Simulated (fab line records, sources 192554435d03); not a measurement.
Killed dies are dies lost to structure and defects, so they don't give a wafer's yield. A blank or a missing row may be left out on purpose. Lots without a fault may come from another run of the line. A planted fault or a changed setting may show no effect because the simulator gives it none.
Split-lot experiment | flow n5_finfet | 7 lots, 16 wafers read, on a route of 1938 steps

THE SPLIT
At N5_BEOL_M4_SPUTTER_81 (material Cu, target thk 4.5 nm, time 8.29 s), the setting time_s was moved away from the recipe's 8.29 s on 2 of the 16 wafers read, by -12.7% to +6.1%. The other wafers ran this setting at the recipe's value.

The reading is taken at the split's own step.

THE READING
Cu_of_BEOL_M4_SPUTTER_81.thk_nm (the simulator's own value, which no gauge read), in nm, at N5_BEOL_M4_SPUTTER_81 (material Cu, target thk 4.5 nm, time 8.29 s). The file gives no usual value for it. The 14 wafers here that ran the recipe average 4.5 nm, standard deviation 0.096 nm.

wafer  | tool, chamber at the split | time_s as run, s | against the recipe | Cu_of_BEOL_M4_SPUTTER_81.thk_nm, nm | against lot-mates on the recipe
L075.1 | pvd_sputter-03, -          | 8.29             | recipe             | 4.4                                 | -
L075.2 | pvd_sputter-03, -          | 8.29             | recipe             | 4.4                                 | -
L076.4 | pvd_sputter-01, -          | 8.29             | recipe             | 4.4                                 | -
L076.5 | pvd_sputter-01, -          | 8.29             | recipe             | 4.4                                 | -
L079.1 | pvd_sputter-02, -          | 8.29             | recipe             | 4.4                                 | -
L079.3 | pvd_sputter-02, -          | 8.29             | recipe             | 4.4                                 | -
L079.6 | pvd_sputter-02, -          | 8.29             | recipe             | 4.4                                 | -
L081.2 | pvd_sputter-03, -          | 8.29             | recipe             | 4.6                                 | -
L081.3 | pvd_sputter-03, -          | 8.29             | recipe             | 4.6                                 | -
L088.5 | pvd_sputter-03, -          | 8.29             | recipe             | 4.6                                 | -
L089.1 | pvd_sputter-03, -          | 8.29             | recipe             | 4.4                                 | -
L089.6 | pvd_sputter-03, -          | 8.29             | recipe             | 4.4                                 | -
L089.4 | pvd_sputter-03, -          | 8.794            | +6.1%              | 4.8                                 | +0.4
L093.1 | pvd_sputter-01, -          | 7.241            | -12.7%             | 4                                   | -0.6
L093.3 | pvd_sputter-01, -          | 8.29             | recipe             | 4.6                                 | -
L093.4 | pvd_sputter-01, -          | 8.29             | recipe             | 4.6                                 | -

THE FIT
A straight line over all 16 wafers: Cu_of_BEOL_M4_SPUTTER_81.thk_nm changes by +0.0407 nm for each +1% of time_s; r = +0.84; the points scatter about the line by 0.099 nm.
The same after taking each lot's own level away (the mean of its wafers on the recipe; 16 wafers): +0.0511 nm for each +1%; r = +0.99; scatter 0.025 nm.
On that fit, the largest move of time_s shifts the reading by 0.65 nm.
The lots' own levels span 4.40 to 4.60 nm, that is 2.1 times the standard deviation above.
So the lot-to-lot level changes the slope: the two fits differ.
Check: with one of the wafers moved furthest among these (-12.7%) left out of the fit, the line predicts -0.833 nm for it against its lot-mates. It came out at -0.6 nm against them.

OTHER SPLITS ON THESE WAFERS
These wafers also went through other splits before the reading. Each is held against what the fit with the lots' levels taken away leaves over:
other split on the same wafers    | wafers away from the commonest value | r with Cu_of_BEOL_M4_SPUTTER_81.thk_nm (lot level and that fit taken away)
N5_BEOL_M0_ETCH_138 source_w      | 5                                    | -0.42
N5_BEOL_M1_COAT_05 spin_rpm       | 4                                    | +0.09
N5_BEOL_M1_ETCH_74 bias_w         | 5                                    | +0.32
N5_BEOL_M2_DESCUM_16 time_s       | 7                                    | +0.03
N5_BEOL_M2_VIA_ETCH_34 time_s     | 3                                    | -0.02
N5_BEOL_M3_ETCH_41 target_depth_a | 7                                    | +0.10

THE FILE'S OWN FIT
Cu_of_BEOL_M4_SPUTTER_81.thk_nm changes by +0.0509 nm for each +1% of time_s, r = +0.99.
